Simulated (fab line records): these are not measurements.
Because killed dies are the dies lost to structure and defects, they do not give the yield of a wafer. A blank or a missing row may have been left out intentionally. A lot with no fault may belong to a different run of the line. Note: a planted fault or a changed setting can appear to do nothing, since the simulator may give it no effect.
fab line records | flow n5_finfet
record: lots: 7 | wafers: 39
route steps=1938 shown TV_LITHO@1881
start_h: hours from the record's first day to the start of the lot's first wafer shown | wait_h: time in hours since the lot's previous step | " unchanged from the row above | L1.1+2: one row covering several wafers at once | - either no value or no given start | * or withheld: withheld | < > ~ a bound
route shown NAME@n: NAME is a module with steps in the file, n the number in the route of the first one | usual: mean/standard deviation of fault-free wafers | same: alike in all rows | chamber/n: place in a boat | sites: each site's reading | _std_site: the values' standard deviation | _edge_site: inner sites' mean taken away from outer sites' mean | radius_mm: for every site, how far away it sits from the centre of the wafer | mask NAME#n: copy n | behind: the last tool/chamber to shape the wafer | hold: what put the lot on hold/how long, in hours/how the hold closed | device: transistor that didn't switch, given as n, p or np | end of line: the tests these same wafers got at the end of their route | a step with no rows: only its recipe | killed: dies that structure and defects cost at the first sort, which is not the same as the wafer's yield | map: per-die view of a wafer (x killed, . not killed, _ where there is no die)
set.NAME: setting as actually run; set.NAME@STEP: the setting as run at that earlier step | model.NAME: the simulator's own value behind a step, which no gauge read
lots whose settings were changed on purpose; a table a step, a row a wafer
== steps ==
step: N5_PASSIVATION_DEVELOP_09
recipe: develop_time_s: 60 | rinse_liquid: diw | dry: air_spin | dev_temp_c: 21
lot.wafer        | tool           | chamber | start_h | wait_h | set.develop_time_s
L078.1+5+6       | litho_track-03 | 0       | -       | -      | 33.61
L078.2+3+4       | "              | 0       | "       | "      | 60
L081.1+2+4       | litho_track-04 | 0       | -       | -      | 60
L081.3+5+6       | "              | 0       | "       | "      | 75.15
L087.1+2+5       | litho_track-04 | 0       | -       | -      | 24.18
L087.3+4+6       | "              | 0       | "       | "      | 60
L086.1+2+5       | litho_track-03 | 0       | -       | -      | 60
L086.3+4+6       | "              | 0       | "       | "      | 84.02
L089.1+2+3       | litho_track-04 | 0       | -       | -      | 60
L090.1+3+4       | litho_track-03 | 0       | -       | -      | 60
L090.2+5+6       | "              | 0       | "       | "      | 80.25
L096.1+2+3+4+5+6 | litho_track-04 | 0       | -       | -      | 60
step: N5_PASSIVATION_HARDBAKE_11
recipe: temp_c: 130 | time_s: 120
step: N5_PASSIVATION_CD_MEAS_10
recipe: target_cd_nm: 3000 | landing_energy_ev: 500 | detector: se_inlens
usual: cd_nm: 3001.0/2.1
lot.wafer | tool      | chamber | start_h | wait_h | set.develop_time_s@PASSIVATION_DEVELOP_09 | cd_nm
L078.1    | cd_sem-03 | 0       | 290.26  | -      | 33.61                                     | 2985.8
L078.2    | "         | 0       | "       | "      | 60                                        | 3002.2
L078.3    | "         | 0       | "       | "      | 60                                        | 2999.9
L078.4    | "         | 0       | "       | "      | 60                                        | 3000.2
L078.5    | "         | 0       | "       | "      | 33.61                                     | 2983.9
L078.6    | "         | 0       | "       | "      | 33.61                                     | 2986.9
L081.1    | cd_sem-02 | 0       | 323.70  | -      | 60                                        | 3002.8
L081.2    | "         | 0       | "       | "      | 60                                        | 3003.7
L081.3    | "         | 0       | "       | "      | 75.15                                     | 3003.5
L081.4    | "         | 0       | "       | "      | 60                                        | 3002.4
L081.5    | "         | 0       | "       | "      | 75.15                                     | 3001.6
L081.6    | "         | 0       | "       | "      | 75.15                                     | 3009.1
L087.1    | cd_sem-01 | 0       | 381.34  | -      | 24.18                                     | 2981.1
L087.2    | "         | 0       | "       | "      | 24.18                                     | 2976.9
L087.3    | "         | 0       | "       | "      | 60                                        | 3004.6
L087.4    | "         | 0       | "       | "      | 60                                        | 3004.0
L087.5    | "         | 0       | "       | "      | 24.18                                     | 2981.1
L087.6    | "         | 0       | "       | "      | 60                                        | 2999.1
L086.1    | cd_sem-03 | 0       | 382.27  | -      | 60                                        | 2996.9
L086.2    | "         | 0       | "       | "      | 60                                        | 2997.9
L086.3    | "         | 0       | "       | "      | 84.02                                     | 3007.3
L086.4    | "         | 0       | "       | "      | 84.02                                     | 3010.3
L086.5    | "         | 0       | "       | "      | 60                                        | 2998.3
L086.6    | "         | 0       | "       | "      | 84.02                                     | 3006.7
L089.1    | cd_sem-01 | 0       | 390.74  | -      | 60                                        | 2995.8
L089.2    | "         | 0       | "       | "      | 60                                        | 3002.2
L089.3    | "         | 0       | "       | "      | 60                                        | 2996.0
L090.1    | cd_sem-03 | 0       | 391.01  | -      | 60                                        | 2999.7
L090.2    | "         | 0       | "       | "      | 80.25                                     | 3009.8
L090.3    | "         | 0       | "       | "      | 60                                        | 2997.5
L090.4    | "         | 0       | "       | "      | 60                                        | 3000.4
L090.5    | "         | 0       | "       | "      | 80.25                                     | 3008.7
L090.6    | "         | 0       | "       | "      | 80.25                                     | 3008.1
L096.1    | cd_sem-01 | 0       | 417.67  | -      | 60                                        | 2998.1
L096.2    | "         | 0       | "       | "      | 60                                        | 3004.6
L096.3    | "         | 0       | "       | "      | 60                                        | 3000.5
L096.4    | "         | 0       | "       | "      | 60                                        | 3005.2
L096.5    | "         | 0       | "       | "      | 60                                        | 3004.0
L096.6    | "         | 0       | "       | "      | 60                                        | 3005.0
step: N5_PASSIVATION_DESCUM_12
recipe: chemistry: O2 | time_s: 7.9 | source_power_w: 50 | bias_power_w: 20 | pressure_mtorr: 20 | rf_frequency_hz: 2.712e+07 | temp_c: 40 | o2_flow_sccm: 225
lot.wafer | tool        | chamber | start_h | wait_h | set.develop_time_s@PASSIVATION_DEVELOP_09 | model.TV_LITHO.cd_nm
L078.1    | rie_diel-03 | 2       | 290.46  | 0.1    | 33.61                                     | 2986
L078.2    | "           | 3       | "       | "      | 60                                        | 3002
L078.3+4  | "           | 0,1     | "       | "      | 60                                        | 3000
L078.5    | "           | 2       | "       | "      | 33.61                                     | 2984
L078.6    | "           | 3       | "       | "      | 33.61                                     | 2987
L081.1    | rie_diel-05 | 1       | 323.98  | 0.2    | 60                                        | 3002
L081.2    | "           | 0       | "       | "      | 60                                        | 3004
L081.3    | "           | 3       | "       | "      | 75.15                                     | 3004
L081.4    | "           | 2       | "       | "      | 60                                        | 3003
L081.5    | "           | 0       | "       | "      | 75.15                                     | 3001
L081.6    | "           | 1       | "       | "      | 75.15                                     | 3009
L087.1+5  | rie_diel-05 | 0,3     | 381.50  | 0.1    | 24.18                                     | 2981
L087.2    | "           | 3       | "       | "      | 24.18                                     | 2977
L087.3    | "           | 2       | "       | "      | 60                                        | 3005
L087.4    | "           | 1       | "       | "      | 60                                        | 3004
L087.6    | "           | 0       | "       | "      | 60                                        | 3000
L086.1    | rie_diel-06 | 2       | 382.54  | 0.2    | 60                                        | 2997
L086.2+5  | "           | 3,1     | "       | "      | 60                                        | 2998
L086.3    | "           | 1       | "       | "      | 84.02                                     | 3008
L086.4    | "           | 3       | "       | "      | 84.02                                     | 3011
L086.6    | "           | 2       | "       | "      | 84.02                                     | 3007
L089.1+3  | rie_diel-03 | 3,0     | 390.83  | 0.0    | 60                                        | 2996
L089.2    | "           | 1       | "       | "      | 60                                        | 3002
L090.1+4  | rie_diel-03 | 3,0     | 391.32  | 0.3    | 60                                        | 3000
L090.2+5  | "           | 2,1     | "       | "      | 80.25                                     | 3009
L090.3    | "           | 1       | "       | "      | 60                                        | 2998
L090.6    | "           | 0       | "       | "      | 80.25                                     | 3008
L096.1    | rie_diel-06 | 3       | 417.76  | 0.0    | 60                                        | 2998
L096.2+5  | "           | 1,2     | "       | "      | 60                                        | 3004
L096.3    | "           | 2       | "       | "      | 60                                        | 3001
L096.4+6  | "           | 1,3     | "       | "      | 60                                        | 3005
== key ==
split: step: N5_PASSIVATION_DEVELOP_09 | setting: develop_time_s | stated: 60 | by: wafer
response: step: N5_PASSIVATION_CD_MEAS_10 | reading: cd_nm | change: +0.318 | per: 1% | r: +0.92
response: step: N5_PASSIVATION_DESCUM_12 | reading: model.TV_LITHO.cd_nm | change: +0.32 | per: 1% | r: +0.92
